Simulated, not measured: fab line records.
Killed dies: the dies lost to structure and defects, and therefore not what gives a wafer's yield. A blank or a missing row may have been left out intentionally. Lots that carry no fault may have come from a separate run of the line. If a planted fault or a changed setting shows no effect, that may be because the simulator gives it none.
Chamber matching + flow nand-harc + cmp-03 running NHARC_A_STAIRCASE_CMP_152: 4 sister chambers
The step polishes. 4 wafers are shown with their chamber, then 9 later ones without.

== WAFERS, EACH WITH ITS CHAMBER ==
| wafer  | chamber | motor-current-A (A) |
|--------|---------|---------------------|
| L084.6 | 2       | 12.6                |
| L090.3 | 3       | 13.3                |
| L090.5 | 1       | 13.9                |
| L090.6 | 0       | 12.5                |

== WAFERS WITH NO CHAMBER GIVEN ==
| wafer  | motor-current-A (A) |
|--------|---------------------|
| L089.1 | 13.0                |
| L089.2 | 13.4                |
| L089.5 | 13.2                |
| L091.1 | 13.7                |
| L091.4 | 13.6                |
| L091.6 | 13.1                |
| L096.1 | 13.8                |
| L096.2 | 13.0                |
| L096.5 | 12.5                |

== WHICH CHAMBER EACH WENT THROUGH ==
| wafer  | from the rows above          | in truth                   |
|--------|------------------------------|----------------------------|
| L089.1 | can't be placed: 3 or 2 or 0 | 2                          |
| L089.2 | can't be placed: 3 or 1      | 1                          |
| L089.5 | 3                            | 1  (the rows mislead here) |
| L091.1 | can't be placed: 1 or 3      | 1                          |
| L091.4 | can't be placed: 3 or 1      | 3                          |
| L091.6 | can't be placed: 3 or 2 or 0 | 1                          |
| L096.1 | can't be placed: 1 or 3      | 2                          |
| L096.2 | can't be placed: 3 or 2 or 0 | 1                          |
| L096.5 | can't be placed: 0 or 2      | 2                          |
Placed correctly: 0 of 9. Not placeable from these rows: 8 (in 5, the candidates include the true chamber). Placed wrongly: 1.
How it was worked out, from the rows above alone: a wafer's distance from a chamber is the root of the sum, over the readings, of the square of ((its reading less the chamber's mean) divided by the reading's scatter). If the next closest chamber is less than 2 further off than the closest, the wafer can't be placed; otherwise it belongs to the closest. Each chamber's mean is taken over the wafers shown for it. The scatter: root of mean squared gap, hidden wafer to nearest shown wafer, with one shown wafer a chamber.
